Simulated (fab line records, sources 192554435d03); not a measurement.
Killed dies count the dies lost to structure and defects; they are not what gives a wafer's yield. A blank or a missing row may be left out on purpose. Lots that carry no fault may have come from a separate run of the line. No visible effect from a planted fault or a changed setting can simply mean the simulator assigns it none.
One fault seen from 3 desks + flow n5-finfet + each desk holds nothing but its own numbers, with what lay behind them at the end

== FROM THE METROLOGY DESK ==
Lot by lot, what the gauges showed, no matter which tool ran the lot: averages of those sampled wafers that carry a number. Any lot whose mean is over 4 standard deviations away from the usual mean is out of limits and marked OUT; that distance is given in the brackets.
Columns: A = M15_ILD_THK at N5_BEOL_M15_THK_MEAS_01, usual 1634 nm
| lot  | first seen here | A    |
|------|-----------------|------|
| L853 | day 11 08:01    | 1616 |
| L856 | day 11 16:49    | 1643 |
| L855 | day 11 18:43    | 1649 |
| L857 | day 12 10:17    | 1705 |
| L858 | day 12 10:23    | 1644 |
| L859 | day 12 20:18    | 1698 |
| L867 | day 14 14:17    | 1648 |
| L870 | day 15 18:13    | 1630 |
| L875 | day 16 13:35    | 1635 |
| L874 | day 16 15:38    | 1636 |
| L876 | day 17 16:07    | 1642 |
This desk's finding: nothing out of limits on any of the 11 lots.

== THE DEFECT DESK ==
Per lot, the means of the sampled wafers with a number show what the inspections along the route counted. Any lot whose mean is over 4 standard deviations away from the usual mean is out of limits and marked OUT; that distance is given in the brackets.
Columns: A = raw-defect-count at N5_BEOL_M14_INSPECT_55, usual 75
| lot  | first seen here | A  |
|------|-----------------|----|
| L853 | day 11 07:43    | 57 |
| L856 | day 11 16:32    | 42 |
| L855 | day 11 18:26    | 80 |
| L857 | day 12 09:53    | 30 |
| L858 | day 12 10:07    | 60 |
| L859 | day 12 19:54    | 70 |
| L867 | day 14 14:00    | 82 |
| L870 | day 15 17:55    | 44 |
| L875 | day 16 13:17    | 62 |
| L874 | day 16 15:21    | 66 |
| L876 | day 17 15:49    | 72 |
This desk's finding: nothing out of limits on any of the 11 lots.

== AT THE TOOL OWNER'S DESK: pecvd-03 ==
The tool's own readings at N5_BEOL_M15_ILD_DEP_00 (deposits SiO2 from TEOS/O2, target thk 1629.3 nm, time 346.1 s): means of the sampled wafers that have a number, for each lot that ran on this tool. Any lot whose mean is over 4 standard deviations away from the usual mean is out of limits and marked OUT; that distance is given in the brackets.
Columns: A = heater-power-w at N5_BEOL_M15_ILD_DEP_00, usual 479 W; B = showerhead-plenum-p-Torr at N5_BEOL_M15_ILD_DEP_00, usual 8.36 Torr; C = susceptor-temp-C at N5_BEOL_M15_ILD_DEP_00, usual 400.02 C; D = throttle-valve-pct at N5_BEOL_M15_ILD_DEP_00, usual 18.5 %
| lot  | first seen here | A   | B    | C                | D    |
|------|-----------------|-----|------|------------------|------|
| L853 | day 11 07:46    | 497 | 8.36 | 400.07           | 18.8 |
| L856 | day 11 16:34    | 424 | 8.36 | 399.90           | 18.7 |
| L857 | day 12 09:55    | 453 | 8.33 | 393.03 (-37) OUT | 18.8 |
| L859 | day 12 19:56    | 397 | 8.32 | 395.09 (-26) OUT | 19.2 |
| L870 | day 15 17:58    | 458 | 8.38 | 400.05           | 18.4 |
| L875 | day 16 13:20    | 414 | 8.35 | 400.13           | 18.7 |
| L874 | day 16 15:23    | 473 | 8.36 | 399.88           | 18.6 |
| L876 | day 17 15:58    | 393 | 8.35 | 399.99           | 18.7 |
This desk's finding: out of limits on L857, L859; first on L857, day 12 09:55 (susceptor-temp-C at N5_BEOL_M15_ILD_DEP_00). Within limits: L853, L856, L870, L875, L874, L876.

== BROUGHT TOGETHER ==
The tool owner's desk had the chance to raise an alarm at day 12 09:55 on L857, L859.
Nothing out of limits was seen by the metrology desk.
No out-of-limits result turned up at the defect desk.
The metrology desk has L857, L859 on record, within its limits.
The defect desk has L857, L859 on record, within its limits.
On pecvd-03, each named lot ran N5_BEOL_M15_ILD_DEP_00.

== WHAT WAS PUT IN BY THE SIMULATOR ==
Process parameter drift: pecvd-03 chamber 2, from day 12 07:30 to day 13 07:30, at N5_BEOL_M15_ILD_DEP_00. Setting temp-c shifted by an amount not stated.
Shown lots that were struck: L857, L859.
Hours from the fault's start to each desk's first reading out of limits: the tool owner's desk, 2.
